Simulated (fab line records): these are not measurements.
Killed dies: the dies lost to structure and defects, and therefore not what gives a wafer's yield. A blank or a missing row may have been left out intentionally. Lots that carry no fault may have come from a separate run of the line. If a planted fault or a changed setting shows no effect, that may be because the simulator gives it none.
fab line records	flow nandHarc	part 2 of 2: steps 5 to 6 of 6
record: lots: 23	wafers: 69	lastDay: 33
route steps=1302 shown A_STAIRCASE@739
lots that met no fault: taken from a fault-free run of the same line
startH: hours from the record's first day to the start of the lot's first wafer shown	waitH: how many hours have passed since the lot's step before this one	" same as the row above	L1.1+2: one row covering several wafers at once	- value missing, or start not given	* or withheld: withheld	< > ~ a bound
route shown NAME@n: a module of which the file shows steps, and the number in the route of the first	usual: average and standard deviation across the fault-free wafers	same: alike in all rows	chamber/n: place in a boat	sites: readings site by site	_std_site: the standard deviation of these	_edge_site: mean of outer sites minus mean of inner sites	radiusMm: how far each site lies from the wafer's centre	mask NAME#n: copy n	behind: the tool/chamber that last shaped the wafer	hold: cause of the lot's hold/its duration in hours/its outcome	device: transistor that didn't switch, given as n, p or np	end of line: at the end of the route, the tests of the same wafers	step lacking rows: just its recipe	killed: dies that structure and defects cost at the first sort, which is not the same as the wafer's yield	map: a wafer's dies, x killed, . not, _ none there
set.NAME: the setting the step ran with; set.NAME@STEP: the setting that earlier step ran with	model.NAME: the simulator's own value behind a step, which no gauge read
route steps across a sampled set of lots; one table per step, one row per wafer
services: from which hour (startH, from the record's first day; less than 0 if before it) a tool's chamber was out of use, for how many hours, and why
== steps ==
step: NHARC_A_STAIRCASE_ETCH_294
recipe: targetDepthA: 49890	timeS: 1211.6	ionEnergyEv: 800	c4f8FlowSccm: 80	o2FlowSccm: 60	arFlowSccm: withheld	rfW: 600	biasW: 3000	chemistry: C4F8/O2/Ar
usual: oesProductAu: 0.928/0.014	rfVppV: 1826/13
lot.wafer	tool	chamber	startH	waitH	oesProductAu	rfHoursCounterH	rfVppV
L075.1	rieDiel-04	2	-	-	0.960	7	1846
L075.2	"	3	"	"	0.933	5	1808
L075.5	"	2	"	"	0.958	-	1847
L074.4	rieDiel-06	0	-	-	0.927	20	1834
L074.1	"	3	"	"	0.966	22	1833
L074.6	"	0	"	"	0.935	-	1833
L076.3	rieDiel-06	1	-	-	0.920	26	1845
L076.1	"	2	"	"	0.941	27	1845
L076.2	"	3	"	"	0.946	26	1832
L078.2	rieDiel-01	2	-	-	0.932	11	1816
L078.5	"	1	"	"	0.915	-	1835
L078.6	"	2	"	"	0.941	-	1816
L077.2	rieDiel-04	0	-	-	0.919	20	1821
L077.1	"	2	"	"	0.930	19	1845
L077.5	"	0	"	"	0.919	-	1821
L081.3	rieDiel-01	1	-	-	0.911	17	1834
L081.2	"	2	"	"	0.941	15	1817
L081.6	"	1	"	"	0.915	-	1835
L079.1	rieDiel-01	0	-	-	0.923	16	1822
L079.6	"	3	"	"	0.929	-	1813
L079.5	"	0	"	"	0.918	-	1822
L080.4	rieDiel-01	0	-	-	0.934	17	1823
L080.3	"	3	"	"	0.926	15	1815
L080.6	"	1	"	"	0.916	-	1832
L082.2	rieDiel-04	0	-	-	0.937	27	1821
L082.1	"	2	"	"	0.930	29	1845
L082.6	"	0	"	"	0.949	-	1819
L083.2	rieDiel-04	1	-	-	0.930	33	1812
L083.1	"	2	"	"	0.918	36	1845
L083.6	"	0	"	"	0.910	-	1820
L084.4	rieDiel-06	2	-	-	0.933	50	1846
L084.3	"	3	"	"	0.951	51	1832
L084.5	"	3	"	"	0.944	-	1832
L086.3	rieDiel-04	0	-	-	0.916	41	1821
L086.4	"	2	"	"	0.903	-	1846
L086.6	"	3	"	"	0.917	-	1807
L085.2	rieDiel-01	0	-	-	0.927	35	1823
L085.4	"	2	"	"	0.920	38	1816
L085.6	"	1	"	"	0.907	-	1833
L088.3	rieDiel-06	3	-	-	0.942	10	1832
L088.1	"	0	"	"	0.931	9	1833
L088.4	"	3	"	"	0.938	-	1830
L089.1	rieDiel-04	3	-	-	0.915	53	1807
L089.3	"	0	"	"	0.935	50	1819
L089.4	"	2	"	"	0.908	51	1845
L087.3	rieDiel-01	3	-	-	0.960	42	1812
L087.1	"	0	"	"	0.937	45	1821
L087.4	"	1	"	"	0.910	52	1833
L090.3	rieDiel-01	1	-	-	0.900	53	1831
L090.1	"	2	"	"	0.931	52	1815
L090.4	"	0	"	"	0.922	46	1822
L091.3	rieDiel-01	0	-	-	0.916	47	1822
L091.6	"	2	"	"	0.932	-	1815
L091.5	"	3	"	"	0.938	-	1813
L093.1	rieDiel-04	0	-	-	0.927	8	1819
L093.4	"	1	"	"	0.914	7	1810
L093.6	"	0	"	"	0.940	-	1819
L092.1	rieDiel-01	0	-	-	0.929	4	1820
L092.2	"	2	"	"	0.926	3	1814
L092.5	"	3	"	"	0.922	-	1810
L094.1	rieDiel-04	3	-	-	0.947	14	1847
L094.2	"	2	"	"	0.917	14	1843
L094.5	"	0	"	"	0.939	-	1818
L096.4	rieDiel-04	1	-	-	0.916	15	1810
L096.2	"	3	"	"	0.939	17	1846
L096.3	"	0	"	"	0.935	15	1819
L095.4	rieDiel-06	2	-	-	0.912	38	1844
L095.1	"	3	"	"	0.947	39	1831
L095.5	"	1	"	"	0.931	-	1841
step: NHARC_A_STAIRCASE_ETCH_453
recipe: targetDepthA: 300	overetchA: 30	timeS: 16.5	ionEnergyEv: 100	cf4FlowSccm: 80	o2FlowSccm: 20	arFlowSccm: 0	rfW: 300	biasW: 100	chemistry: CF4/O2
usual: cf4FlowSccm: 80.04/0.24	drypumpMotorCurrentA: 5.8/0.47	oesProductAu: 0.993/0.013	rfVppV: 197.8/1.9	showerheadPlenumPTorr: 1.33/0.073	throttleValvePct: 13.397/0.0091
lot.wafer	tool	chamber	startH	waitH	cf4FlowSccm	drypumpMotorCurrentA	oesProductAu	rfHoursCounterH	rfVppV	showerheadPlenumPTorr	throttleValvePct
L075.2	rieDiel-06	1	-	-	80.26	6.8	0.969	20	198.6	1.43	13.389
L075.1	"	3	"	"	79.86	6.0	1.004	22	198.2	1.37	13.393
L075.5	"	1	"	"	79.80	6.7	0.967	-	199.3	1.43	13.409
L074.1	rieDiel-01	2	-	-	80.27	5.7	0.990	1	196.0	1.28	13.415
L074.4	"	0	"	"	79.98	5.0	0.990	1	198.4	1.32	13.409
L074.6	"	2	"	"	79.94	5.7	0.991	-	197.4	1.28	13.372
L076.1	rieDiel-01	0	-	-	79.79	5.0	0.994	11	196.0	1.32	13.398
L076.2	"	1	"	"	79.90	6.4	0.971	12	199.5	1.37	13.382
L076.3	"	2	"	"	80.04	5.7	1.010	10	197.0	1.28	13.393
L078.2	rieDiel-04	1	-	-	79.88	5.7	1.003	19	194.6	1.25	13.378
L078.6	"	2	"	"	80.15	6.0	0.990	-	201.0	1.44	13.386
L078.5	"	3	"	"	80.00	6.2	0.988	-	194.6	1.24	13.392
L077.1	rieDiel-04	2	-	-	79.91	5.9	0.989	21	200.1	1.44	13.401
L077.2	"	0	"	"	80.33	5.7	0.991	21	197.1	1.30	13.401
L077.5	"	2	"	"	80.01	5.9	0.994	-	199.4	1.44	13.385
L081.3	rieDiel-01	0	-	-	80.26	5.0	0.997	18	197.0	1.32	13.401
L081.2	"	2	"	"	80.11	5.7	1.000	17	197.8	1.28	13.393
L081.6	"	0	"	"	80.14	5.1	1.005	-	197.4	1.32	13.405
L079.1	rieDiel-04	0	-	-	79.87	5.7	1.002	26	196.5	1.30	13.406
L079.5	"	1	"	"	80.16	5.7	0.992	-	195.6	1.25	13.399
L079.6	"	2	"	"	80.69	5.9	1.007	-	200.0	1.44	13.399
L080.3	rieDiel-06	2	-	-	79.87	5.3	0.972	42	200.6	1.44	13.398
L080.4	"	3	"	"	79.79	6.0	0.982	40	199.6	1.37	13.388
L080.6	"	3	"	"	80.31	6.0	0.986	-	198.0	1.37	13.397
L082.2	rieDiel-04	2	-	-	80.18	6.0	0.987	30	201.1	1.44	13.411
L082.1	"	3	"	"	79.99	6.2	0.977	28	196.2	1.24	13.400
L082.6	"	0	"	"	79.98	5.7	0.980	-	197.2	1.30	13.405
L083.1	rieDiel-04	0	-	-	80.14	5.7	0.983	36	196.6	1.30	13.399
L083.2	"	2	"	"	80.32	5.9	0.991	41	198.5	1.44	13.413
L083.6	"	1	"	"	79.72	5.7	1.005	-	194.1	1.25	13.407
L084.4	rieDiel-06	2	-	-	79.86	5.2	0.988	0	199.7	1.43	13.407
L084.3	"	0	"	"	80.07	5.8	0.995	0	198.8	1.37	13.406
L084.5	"	1	"	"	79.95	6.7	0.999	-	199.7	1.42	13.401
L086.3	rieDiel-01	3	-	-	79.73	5.2	1.010	35	196.3	1.26	13.389
L086.4	"	0	"	"	79.83	5.0	0.986	37	198.6	1.31	13.402
L086.6	"	3	"	"	79.67	5.2	1.003	-	195.5	1.26	13.397
L085.4	rieDiel-01	1	-	-	80.13	6.4	0.982	44	199.2	1.36	13.397
L085.2	"	3	"	"	80.26	5.2	1.010	36	195.5	1.26	13.400
L085.6	"	1	"	"	79.52	6.4	0.980	-	198.8	1.36	13.408
L088.4	rieDiel-04	0	-	-	79.55	5.7	0.994	51	196.8	1.30	13.405
L088.1	"	2	"	"	80.15	5.9	0.978	51	199.4	1.43	13.397
L088.3	"	3	"	"	80.11	6.2	0.992	54	195.4	1.23	13.391
L089.1	rieDiel-04	3	-	-	80.16	6.2	0.985	54	194.2	1.23	13.402
L089.3	"	0	"	"	79.87	5.7	1.000	51	195.1	1.29	13.395
L089.4	"	1	"	"	80.30	5.7	0.998	50	195.2	1.25	13.385
L087.3	rieDiel-06	0	-	-	79.72	5.8	0.998	12	199.1	1.37	13.408
L087.1	"	2	"	"	80.14	5.3	0.988	12	200.5	1.43	13.385
L087.4	"	3	"	"	80.40	6.0	1.012	13	198.3	1.36	13.400
L090.1	rieDiel-01	3	-	-	79.72	5.2	1.005	46	196.8	1.26	13.405
L090.3	"	0	"	"	79.79	5.0	0.995	47	197.2	1.31	13.387
L090.4	"	2	"	"	79.64	5.7	0.994	54	195.3	1.27	13.401
L091.3	rieDiel-01	1	-	-	79.44	6.4	0.980	56	198.3	1.36	13.392
L091.6	"	3	"	"	80.21	5.2	1.000	-	195.9	1.26	13.404
L091.5	"	0	"	"	80.47	5.0	0.981	-	198.3	1.31	13.400
L093.1	rieDiel-01	3	-	-	80.01	5.2	1.005	6	195.0	1.25	13.388
L093.6	"	3	"	"	79.98	5.2	0.996	-	196.5	1.25	13.405
L093.4	"	0	"	"	79.79	5.1	1.018	-	196.6	1.31	13.406
L092.2	rieDiel-04	0	-	-	80.39	5.7	1.014	10	195.7	1.29	13.381
L092.1	"	2	"	"	79.66	5.9	0.975	11	199.4	1.43	13.382
L092.5	"	3	"	"	80.45	6.2	1.020	-	199.6	1.44	13.404
L094.2	rieDiel-04	3	-	-	79.95	6.2	1.017	16	201.6	1.44	13.414
L094.1	"	2	"	"	80.24	5.9	0.975	16	199.5	1.43	13.388
L094.5	"	0	"	"	80.19	5.7	1.004	-	198.8	1.29	13.394
L096.4	rieDiel-04	0	-	-	80.00	5.7	1.004	15	196.3	1.29	13.403
L096.3	"	2	"	"	80.01	5.9	0.974	17	200.9	1.43	13.393
L096.2	"	3	"	"	80.16	6.2	1.014	17	199.9	1.44	13.399
L095.1	rieDiel-06	2	-	-	79.61	5.3	0.980	40	200.2	1.43	13.396
L095.5	"	3	"	"	80.15	6.0	1.029	-	198.7	1.36	13.398
L095.4	"	1	"	"	79.85	6.8	0.989	-	201.0	1.41	13.406
== services ==
tool	chamber	startH	hours	kind
rieDiel-04	-	356.61	9.0	pm
rieDiel-04	0	356.61	9.0	ventCycle
rieDiel-04	1	356.61	9.0	ventCycle
rieDiel-04	2	356.61	9.0	ventCycle
rieDiel-04	3	356.61	9.0	ventCycle
plasmaAsher-02	-	356.68	41.4	repair
rieDiel-04	0	365.61	-	clean
rieDiel-04	1	365.61	-	clean
rieDiel-04	1	365.61	-	consumableReplace:focusRing
rieDiel-04	2	365.61	-	clean
rieDiel-04	2	365.61	-	consumableReplace:showerhead
rieDiel-04	3	365.61	-	clean
rieDiel-01	-	381.16	9.0	pm
plasmaAsher-02	-	426.00	9.0	pm
rieDiel-04	3	427.19	12.8	repair
plasmaAsher-02	-	483.57	1.7	repair
rieDiel-06	-	484.32	9.0	pm
rieDiel-04	2	498.99	9.0	repair
plasmaAsher-01	-	519.78	9.0	pm
rieDiel-04	-	533.69	9.0	pm
rieDiel-01	-	558.16	9.0	pm
rieDiel-04	2	602.32	5.3	repair
plasmaAsher-02	-	603.00	9.0	pm
rieDiel-06	0	608.46	4.5	repair
